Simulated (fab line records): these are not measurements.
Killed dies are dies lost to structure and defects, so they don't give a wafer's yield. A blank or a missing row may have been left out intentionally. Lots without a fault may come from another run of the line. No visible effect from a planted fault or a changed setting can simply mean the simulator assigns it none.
Chamber matching ; flow n5Finfet ; N5_BEOL_M9_PECVD_70 on pecvd-04: 3 sister chambers
The step deposits SiO2 from TEOS/O2, target thk 20 nm, time 22.7 s. 6 wafers are shown with their chamber, then 7 later ones without.

WAFERS WITH THEIR CHAMBER
wafer;chamber;throttleValvePct (%);showerheadPlenumPTorr (Torr)
L423.4;2;21.6;8.77
L426.6;1;23.5;8.70
L436.3;1;23.5;8.70
L436.6;0;21.0;8.75
L435.1;0;20.9;8.73
L435.2;2;21.5;8.78

WAFERS WITHOUT THEIR CHAMBER
wafer;throttleValvePct (%);showerheadPlenumPTorr (Torr)
L435.4;21.2;8.75
L440.4;21.5;8.77
L440.5;23.1;8.70
L440.6;20.9;8.74
L438.4;21.0;8.75
L438.5;23.4;8.70
L438.6;21.5;8.77

WHICH CHAMBER EACH ONE RAN IN
wafer;from the rows above;in truth
L435.4;0;0
L440.4;2;2
L440.5;1;1
L440.6;0;0
L438.4;0;0
L438.5;1;1
L438.6;2;2
Correctly placed: 7 of 7. Left unplaced by these rows: 0. Number placed wrongly: 0.
How it was worked out, from the rows above alone: a wafer's distance from a chamber is the root of the sum, over the readings, of the square of ((its reading less the chamber's mean) divided by the reading's scatter). If the next closest chamber is less than 2 further off than the closest, the wafer can't be placed; otherwise it belongs to the closest. For every chamber, the mean is computed from those of its wafers that are shown. The scatter is the square root of a quotient: the sum, over the shown wafers, of each reading's squared deviation from its chamber's mean, divided by wafers minus chambers.
